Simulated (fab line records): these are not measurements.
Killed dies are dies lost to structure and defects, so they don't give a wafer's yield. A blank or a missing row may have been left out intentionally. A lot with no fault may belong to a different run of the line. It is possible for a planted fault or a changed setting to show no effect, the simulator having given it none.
Matching of chambers -- flow nand harc -- 4 sister chambers for NHARC_A_BLC_DESCUM_15 on rie diel-05
The step chemistry O2, time 3 s. 24 wafers are shown with their chamber, then 12 later ones without.

WAFERS WITH THEIR CHAMBER
wafer,chamber,showerhead plenum p Torr (Torr),drypump motor current A (A),throttle valve pct (%)
L079.3,0,1.93,5.2,11.321
L079.4,2,1.84,6.4,11.313
L079.5,0,1.93,5.2,11.313
L075.1,1,2.01,5.7,11.309
L075.2,2,1.84,6.3,11.323
L075.3,3,1.98,6.0,11.313
L082.1,1,2.01,5.7,11.304
L082.2,0,1.93,5.2,11.307
L082.4,3,1.98,6.0,11.323
L083.1,1,2.01,5.7,11.296
L083.2,0,1.93,5.2,11.305
L083.6,3,1.98,6.1,11.306
L085.1,3,1.98,6.1,11.307
L085.3,0,1.93,5.2,11.294
L085.6,1,2.00,5.7,11.310
L090.1,2,1.84,6.4,11.318
L090.3,1,2.00,5.7,11.294
L090.6,0,1.93,5.2,11.311
L092.2,1,2.00,5.7,11.299
L092.3,3,1.98,6.0,11.311
L092.4,2,1.84,6.3,11.317
L093.3,0,1.93,5.2,11.305
L093.5,1,2.00,5.7,11.311
L093.6,2,1.84,6.4,11.320

SIGNATURES (averages over the wafers above)
reading,chamber 0,chamber 1,chamber 2,chamber 3,scatter within a chamber
showerhead plenum p Torr,1.9300,2.0043,1.8400,1.9800,0.00293
drypump motor current A,5.200,5.700,6.360,6.040,0.0346
throttle valve pct,11.30800,11.30329,11.31820,11.31200,0.0069
Rule: for each reading, subtract the chamber's mean from the wafer's reading, divide by that reading's scatter and square the result; add these up over the readings and take the root, which gives the wafer's distance from the chamber. The wafer belongs to the nearest chamber; if the next one is less than 2 further off, it can't be placed. The scatter is the square root of a quotient: the sum, over the shown wafers, of each reading's squared deviation from its chamber's mean, divided by wafers minus chambers.

WAFERS MISSING THEIR CHAMBER
wafer,showerhead plenum p Torr (Torr),drypump motor current A (A),throttle valve pct (%)
L095.1,1.84,6.3,11.311
L095.5,1.84,6.4,11.310
L095.6,2.00,5.7,11.300
L096.1,1.98,6.0,11.322
L096.3,2.00,5.7,11.303
L096.5,1.84,6.4,11.305
L094.1,2.00,5.7,11.315
L094.4,1.98,6.0,11.320
L094.5,1.93,5.2,11.310
L097.1,1.84,6.3,11.322
L097.3,2.00,5.7,11.306
L097.6,1.93,5.2,11.327

WHICH CHAMBER EACH ONE RAN IN
wafer,from the rows above,in truth
L095.1,2,2
L095.5,2,2
L095.6,1,1
L096.1,3,3
L096.3,1,1
L096.5,2,2
L094.1,1,1
L094.4,3,3
L094.5,0,0
L097.1,2,2
L097.3,1,1
L097.6,0,0
Correct placement for 12 of the 12. Can't be placed from these rows: 0. Wrongly placed: 0.
